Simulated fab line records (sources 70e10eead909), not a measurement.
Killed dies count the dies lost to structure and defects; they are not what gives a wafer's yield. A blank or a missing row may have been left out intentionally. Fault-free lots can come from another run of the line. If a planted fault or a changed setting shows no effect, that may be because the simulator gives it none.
A lot that was struck, set against a sound lot :: flow nand_harc :: 41 steps out of a route of 1302
Sound: these wafers, L697.1, L697.4, L697.6. Struck: wafer L701.1 (left out: L701.3, L701.4 of the same lot, which were not struck); the cause appears at the end.
Each step with rows lists, per side, the tool, then ch with its chambers, then its first start. Under that, the readings that differ: sound wafers :: struck wafers :: difference of the means :: sigmas: that difference in standard deviations of wafers without a fault.
alike: a reading whose means differ by less than 2 such deviations, as well as words and numbers matching on both sides. not compared: withheld readings; readings where some wafer has no value; bounds like >300 that might hide an equal value; numbers whose values overlap and for which the record gives no deviation.
A row with sigmas, a row that says differs or no value, or rows on one side alone: a step with any of these is where the two part. When numbers do not overlap yet have no deviation, they are printed without sigmas and do not part them. A reading missing from all wafers of one side parts the sides only when that side holds two or more wafers.

first, 1 step without rows for these wafers: NHARC_P_M2_DEVELOP_08 (develop time 35 s).
NHARC_P_M2_CD_MEAS_09: the cd target is 170 nm.
  sound on cd_sem-03 ch 0, day 6 11:53; struck on cd_sem-01 ch 0, day 8 04:36
  alike: cd_nm
NHARC_P_M2_OVL_MEAS_10: pitch 340 nm.
  sound on overlay-02 at day 6 11:59; struck on overlay-01 at day 8 04:41
  alike: overlay_x_nm, overlay_y_nm
NHARC_P_M2_INSPECT_11:
  sound on defect_inspect-02 at day 6 12:01; struck on defect_inspect-02 at day 8 04:44
  alike: raw_defect_count
then, 1 step without rows for these wafers: NHARC_P_M2_DESCUM_14 (chemistry O2, time 3 s).
NHARC_P_M2_ETCH_35: etches the open film in N2/H2, target depth 40 nm, overetch 12 nm, time 43.94 s.
  sound on rie_diel-09 ch 0,2,3, day 6 12:10; struck on rie_diel-08 ch 0, day 8 04:52
reading: oes_product_au (a.u.)
sound: 1.003 0.999 0.997
struck: 1.026
difference: +0.026
sigmas: +2

reading: showerhead_plenum_p_Torr (Torr)
sound: 2.15 2.09 2.14
struck: 1.92
difference: -0.21
sigmas: -2
  alike: drypump_motor_current_A, rf_fwd_power_W, rf_vpp_V, throttle_valve_pct
  not compared: rf_hours_counter_h
then, 1 step without rows for these wafers: NHARC_P_M2_ETCH_15 (etches the open film in C4F8/Ar, target depth 182.5 nm, time 91.2 s).
NHARC_P_M2_CD_MEAS_16:
  sound on cd_sem-01 at day 6 12:23; struck on cd_sem-02 at day 8 05:05
  alike: cd_nm
then, 1 step without rows for these wafers: NHARC_P_M2_STRIP_18 (strips in N2/H2).
NHARC_P_M2_ETCH_28: etches the open film in CF4/N2, target depth 30 nm, time 72.99 s.
  sound: rie_diel-09 ch 0,1,2; struck: rie_diel-08 ch 1
  alike: drypump_motor_current_A, oes_product_au, rf_fwd_power_W, rf_vpp_V, showerhead_plenum_p_Torr, throttle_valve_pct
  not compared: rf_hours_counter_h
then, 2 steps without rows for these wafers: NHARC_P_M2_STRIP_19 (strips in post etch residue remover, time 600 s); NHARC_P_M2_DEGAS_29 (time 60 s).
NHARC_P_M2_PRE_CLEAN_30: time 30 s.
  sound on pvd_sputter-03 at day 6 13:09; struck on pvd_sputter-02 at day 8 05:52
  alike: heater_power_w
NHARC_P_M2_PVD_20: deposits TaN, target thk 5 nm, time 8.06 s.
  sound on pvd_sputter-03; struck on pvd_sputter-02
  alike: bias_v, throttle_valve_pct
then, 2 steps without rows for these wafers: NHARC_P_M2_PVD_21 (deposits Cu, target thk 30 nm, time 20.49 s); NHARC_P_M2_ECD_22 (material Cu, target thk 400 nm).
NHARC_P_M2_ANNEAL_31: time 90 s.
  sound on rtp_anneal-01 ch 0, day 6 13:50; struck on rtp_anneal-02 ch 0, day 8 06:33
  alike: wafer_temp_C_max
then, 1 step without rows for these wafers: NHARC_P_M2_CMP_23 (polishes, t overpolish 20 s, target thk 144.3 nm).
NHARC_P_M2_THK_MEAS_24: measures by xrf.
  sound on film_metro-01 at day 6 14:30; struck on film_metro-01 at day 8 07:13
  alike: thk_nm
following that, these wafers have no rows for 1 step: NHARC_P_M2_SRD_25.
NHARC_P_M2_PRE_CLEAN_32: time 12 s.
  sound on pecvd-04 ch 0,2, day 6 14:43; struck on pecvd-02 ch 1, day 8 07:27
reading: heater_power_w (W)
sound: 503 594 492
struck: 682
difference: +152
sigmas: +2
  alike: rf_fwd_power_W
then, 3 steps without rows for these wafers: NHARC_P_M2_DEP_33 (deposits SiCN, target thk 30 nm); NHARC_P_BONDPAD_DEP_00 (deposits SiCN, target thk 250 nm); NHARC_P_BONDPAD_CMP_32 (polishes SiCN, target thk 200 nm).
NHARC_P_BONDPAD_THK_MEAS_33: measures by ellipsometry.
  sound on film_metro-02 at day 6 15:51; struck on film_metro-01 at day 8 08:35
  alike: thk_nm
then, 10 steps without rows for these wafers: NHARC_P_BONDPAD_SRD_34; NHARC_P_BONDPAD_DEHYDRATE_01 (time 120 s); NHARC_P_BONDPAD_HMDS_02 (time 30 s); NHARC_P_BONDPAD_COAT_36 (time 65 s); NHARC_P_BONDPAD_COAT_03 (resist thk 600 nm); NHARC_P_BONDPAD_SOFTBAKE_04 (time 70 s); NHARC_P_BONDPAD_EBR_05; NHARC_P_BONDPAD_EXPOSE_06 (exposes mask P BPAD); NHARC_P_BONDPAD_PEB_07 (peb time 80 s); NHARC_P_BONDPAD_DEVELOP_08 (time 50 s).
NHARC_P_BONDPAD_CD_MEAS_09: the cd target is 500 nm.
  sound on cd_sem-03 ch 0, day 6 16:25; struck on cd_sem-03 ch 0, day 8 09:09
reading: cd_nm (nm)
sound: 500.5 500.6 500.8
struck: 505.6
difference: +5.0
sigmas: +3
NHARC_P_BONDPAD_OVL_MEAS_38:
  sound on overlay-01 at day 6 16:30; struck on overlay-01 at day 8 09:14
  alike: overlay_x_nm, overlay_y_nm
then, 3 steps without rows for these wafers: NHARC_P_BONDPAD_HARDBAKE_10 (time 65 s); NHARC_P_BONDPAD_DESCUM_11 (chemistry O2, time 3 s); NHARC_P_BONDPAD_ETCH_37 (etches the open film in N2/H2, target depth 60 nm, overetch 18 nm, time 65.91 s).
-- jump in the record: it breaks off in module P_BONDPAD and resumes in module END (first step shown: number 1302 of the route), and 18 days separate the struck wafers' starts before and after --
NHARC_END_SORT_01:
  sound on prober-01 ch 0, day 25 04:37; struck on prober-01 ch 0, day 25 22:59
reading: killed_at_array
sound: 64 71 80
struck: 20
difference: -52
sigmas: -3

reading: killed_at_other
sound: 2 4 6
struck: 0
difference: -4
sigmas: -3

reading: killed_at_periphery
sound: 2 0 3
struck: 48
difference: +46
sigmas: +19
  alike: defect_limited_yield, killed_dies, killed_open, killed_short

WHERE THEY PART
Last at NHARC_END_SORT_01 as far as this record goes, first at NHARC_P_M2_ETCH_35.

WHY: whatever the simulator had introduced
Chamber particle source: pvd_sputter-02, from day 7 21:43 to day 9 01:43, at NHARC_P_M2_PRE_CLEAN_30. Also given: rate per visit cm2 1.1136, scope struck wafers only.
